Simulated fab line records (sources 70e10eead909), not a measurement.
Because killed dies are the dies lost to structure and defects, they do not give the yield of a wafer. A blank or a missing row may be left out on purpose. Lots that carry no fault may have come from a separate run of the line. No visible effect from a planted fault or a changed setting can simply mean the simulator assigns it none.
A lot that was struck, set against a sound lot	flow nandHarc	22 steps out of a route of 1302
Sound: wafers L630.1, L630.2, L630.6. The struck wafers were L636.4, L636.5, L636.6. Last of all comes the cause.
Order at every step that has rows: each side's tool, ch and its chambers, its first start. Under that, the readings that differ: sound wafers	struck wafers	difference of the means	sigmas: that difference in standard deviations of wafers without a fault.
alike: readings whose means differ by less than 2 such deviations, and words and numbers that are the same on both sides. not compared: withheld readings, readings that some wafer has no value for, bounds like >300 that may hide the same value, and numbers for which the record gives no deviation and whose values overlap.
Wherever a step has rows on one side only, a row that says differs or no value, or a row with sigmas, the two part there. Numbers that don't overlap but have no deviation are shown without sigmas and don't part them. Lack of a reading on every wafer of one side parts them only where that side has two or more wafers.

NHARC_A_CONTACT_CVD_19: deposits W, target thk 300 nm, time 802 s.
  sound on cvdW-02 ch 0,1; struck on cvdW-01 ch 0,1
  alike: heaterPowerW, throttleValvePct
NHARC_A_CONTACT_CMP_20: polishes, t overpolish 30 s, target thk 300 nm.
  sound on cmp-02 ch 0,2, day 27 01:32; struck on cmp-02 ch 0,1,3, day 28 23:23
  alike: motorCurrentA, overpolishRunS, timeToEndpointS
after that, 1 step had no rows for these wafers: NHARC_A_CONTACT_SRD_22.
NHARC_A_CONTACT_INSPECT_23:
  sound on defectInspect-02 at day 27 01:55; struck on defectInspect-01 at day 28 23:43
  alike: rawDefectCount
then, 7 steps without rows for these wafers: NHARC_A_BLC_DEHYDRATE_00 (time 120 s); NHARC_A_BLC_HMDS_01 (time 30 s); NHARC_A_BLC_COAT_02 (time 75 s); NHARC_A_BLC_COAT_03 (time 65 s); NHARC_A_BLC_COAT_04 (resist thk 90 nm); NHARC_A_BLC_SOFTBAKE_05 (time 55 s); NHARC_A_BLC_EBR_06.
NHARC_A_BLC_EXPOSE_07: exposes mask A BLC, target cd 100 nm.
  sound on arfiScanner-02 ch 0, day 27 02:10; struck on arfiScanner-02 ch 0, day 29 00:05
reading	sound	struck	difference	sigmas
exposureDoseMJCm2	68.0 67.8 67.8	71.1 71.1 71.0	+3.2	+6
  alike: mask, reticleTempC
then, 2 steps without rows for these wafers: NHARC_A_BLC_PEB_08 (peb time 65 s); NHARC_A_BLC_DEVELOP_09 (develop time 35 s).
NHARC_A_BLC_CD_MEAS_10 targets a cd of 100 nm.
  sound on cdSem-02 ch 0, day 27 02:18; struck on cdSem-01 ch 0, day 29 00:13
reading	sound	struck	difference	sigmas
cdNm (nm)	99.4 99.8 100.1	102.2 102.4 102.4	+2.6	+4
NHARC_A_BLC_OVL_MEAS_11:
  sound on overlay-01 at day 27 02:23; struck on overlay-02 at day 29 00:18
  alike: overlayXNm, overlayYNm
NHARC_A_BLC_INSPECT_12:
  sound on defectInspect-02 at day 27 02:26; struck on defectInspect-02 at day 29 00:20
  alike: rawDefectCount
NHARC_A_BLC_DESCUM_15: chemistry O2, time 3 s.
  sound on rieDiel-03 ch 0,2,3, day 27 02:30; struck on rieDiel-03 ch 1,2,3, day 29 00:25
reading	sound	struck	difference	sigmas
oesProductAu (a.u.)	0.993 0.966 0.988	1.008 1.001 1.000	+0.021	+2
model.A_BLC.cdNm (nm)	99.51 99.49 100.6	101.9 101.8 102.6	+2.2	
  alike: drypumpMotorCurrentA, rfVppV, showerheadPlenumPTorr, throttleValvePct
  not compared: rfHoursCounterH
NHARC_A_BLC_ETCH_16: etches the open film in CF4, target depth 39 nm, time 65 s.
  sound on rieDiel-03 ch 0,2,3, day 27 02:36; struck on rieDiel-03 ch 0,3, day 29 00:29
  alike: drypumpMotorCurrentA, oesProductAu, rfVppV, showerheadPlenumPTorr, throttleValvePct
  not compared: rfHoursCounterH
NHARC_A_BLC_ETCH_17: etches the open film in N2/H2, target depth 390 nm, time 609.38 s.
  sound on rieDiel-03 ch 0,3; struck on rieDiel-03 ch 0,2,3
  alike: drypumpMotorCurrentA, oesProductAu, rfVppV, showerheadPlenumPTorr, throttleValvePct
  not compared: rfHoursCounterH, model.A_BLC.cdNm
NHARC_A_BLC_ETCH_18: etches the open film in C4F8/O2/Ar, target depth 910 nm.
  sound on rieDiel-03 ch 2,3; struck on rieDiel-03 ch 0,1,3
  alike: oesProductAu, rfVppV
  not compared: rfHoursCounterH
-- break in the record here, with 2 days between the starts of the struck wafers on either side (left off in module A_BLC, picked up again in module END, where the first step shown is number 1302 on the route) --
NHARC_END_SORT_01:
  sound on prober-01 ch 0, day 29 00:47; struck on prober-01 ch 0, day 31 02:55
  alike: killedAtArray, killedAtOther, killedAtPeriphery, killedDies, killedOpen, killedShort

WHERE THEY PART
At NHARC_A_BLC_EXPOSE_07 first; at NHARC_A_BLC_DESCUM_15 last (within this record only). Later steps at which nothing parts them and some readings are alike: NHARC_A_BLC_ETCH_16, NHARC_A_BLC_ETCH_17, NHARC_A_BLC_ETCH_18, NHARC_END_SORT_01.

WHY: what the simulator had put in
Process parameter drift: arfiScanner-02, from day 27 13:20 on, at NHARC_A_BLC_EXPOSE_07. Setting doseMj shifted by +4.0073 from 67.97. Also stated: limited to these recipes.
